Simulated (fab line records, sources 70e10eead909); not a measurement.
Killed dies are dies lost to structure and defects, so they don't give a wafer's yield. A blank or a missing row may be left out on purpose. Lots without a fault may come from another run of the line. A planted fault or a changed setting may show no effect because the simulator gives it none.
A struck lot beside a sound one | flow nand_harc | 14 steps out of a route of 1302
Sound: wafers L268.1, L268.3, L268.4. Struck: wafer L267.6. (L267.3 of the same lot was not struck and is left out.) The cause comes at the end.
At each step with rows: each side's tool, then ch and its chambers, then its first start. Under that, the readings that differ: sound wafers | struck wafers | difference of the means | sigmas: that difference in standard deviations of wafers without a fault.
alike: readings whose means differ by less than 2 such deviations, and words and numbers that are the same on both sides. not compared: withheld readings, readings that some wafer has no value for, bounds like >300 that may hide the same value, and numbers for which the record gives no deviation and whose values overlap.
The two part at a step that has a row with sigmas, a row that says differs or no value, or rows on one side only. Numbers that don't overlap but have no deviation are shown without sigmas and don't part them. A reading that every wafer of one side lacks parts them only if that side has two wafers or more.

first, 8 steps without rows for these wafers: NHARC_A_SGD_CUT_COAT_56 (time 75 s); NHARC_A_SGD_CUT_COAT_57 (time 65 s); NHARC_A_SGD_CUT_COAT_03 (resist thk 90 nm); NHARC_A_SGD_CUT_SOFTBAKE_04 (time 55 s); NHARC_A_SGD_CUT_EBR_05; NHARC_A_SGD_CUT_EXPOSE_06 (exposes mask SGD); NHARC_A_SGD_CUT_PEB_07 (peb time 65 s); NHARC_A_SGD_CUT_DEVELOP_08 (develop time 35 s).
NHARC_A_SGD_CUT_CD_MEAS_09: target cd 100 nm.
  sound on cd_sem-03 ch 0, day 23 03:22; struck on cd_sem-01 ch 0, day 23 03:32
  alike: cd_nm
NHARC_A_SGD_CUT_OVL_MEAS_10:
  sound on overlay-02, day 23 03:28; struck on overlay-01, day 23 03:37
  alike: overlay_x_nm, overlay_y_nm
NHARC_A_SGD_CUT_INSPECT_11:
  sound on defect_inspect-02, day 23 03:30; struck on defect_inspect-02, day 23 03:39
  alike: raw_defect_count
NHARC_A_SGD_CUT_DESCUM_14: chemistry O2, time 3 s.
  sound on rie_diel-03 ch 0,1,2, day 23 03:34; struck on rie_diel-05 ch 2, day 23 03:44
  reading                | sound                | struck | difference | sigmas
  throttle_valve_pct (%) | 11.315 11.315 11.317 | 11.297 | -0.019     | -2
  alike: drypump_motor_current_A, oes_product_au, rf_vpp_V, showerhead_plenum_p_Torr
  not compared: rf_hours_counter_h
NHARC_A_SGD_CUT_ETCH_58: etches the open film in CF4, target depth 39 nm, time 65 s.
  sound on rie_diel-03 ch 1,2,3, day 23 03:39; struck on rie_diel-05 ch 3, day 23 03:49
  reading               | sound             | struck | difference | sigmas
  oes_product_au (a.u.) | 1.006 1.011 1.020 | 0.815  | -0.197     | -27
  alike: drypump_motor_current_A, rf_vpp_V, showerhead_plenum_p_Torr, throttle_valve_pct
  not compared: rf_hours_counter_h
NHARC_A_SGD_CUT_ETCH_59: etches the open film in N2/H2, target depth 260 nm, time 406.25 s.
  sound on rie_diel-03 ch 1,2,3; struck on rie_diel-05 ch 3
  reading               | sound             | struck | difference | sigmas
  oes_product_au (a.u.) | 0.997 1.015 1.006 | 0.986  | -0.020     | -3
  alike: drypump_motor_current_A, rf_vpp_V, showerhead_plenum_p_Torr, throttle_valve_pct
  not compared: rf_hours_counter_h

WHERE THEY PART
First at NHARC_A_SGD_CUT_DESCUM_14; last, within this record, at NHARC_A_SGD_CUT_ETCH_59.

WHY: what the simulator had put in
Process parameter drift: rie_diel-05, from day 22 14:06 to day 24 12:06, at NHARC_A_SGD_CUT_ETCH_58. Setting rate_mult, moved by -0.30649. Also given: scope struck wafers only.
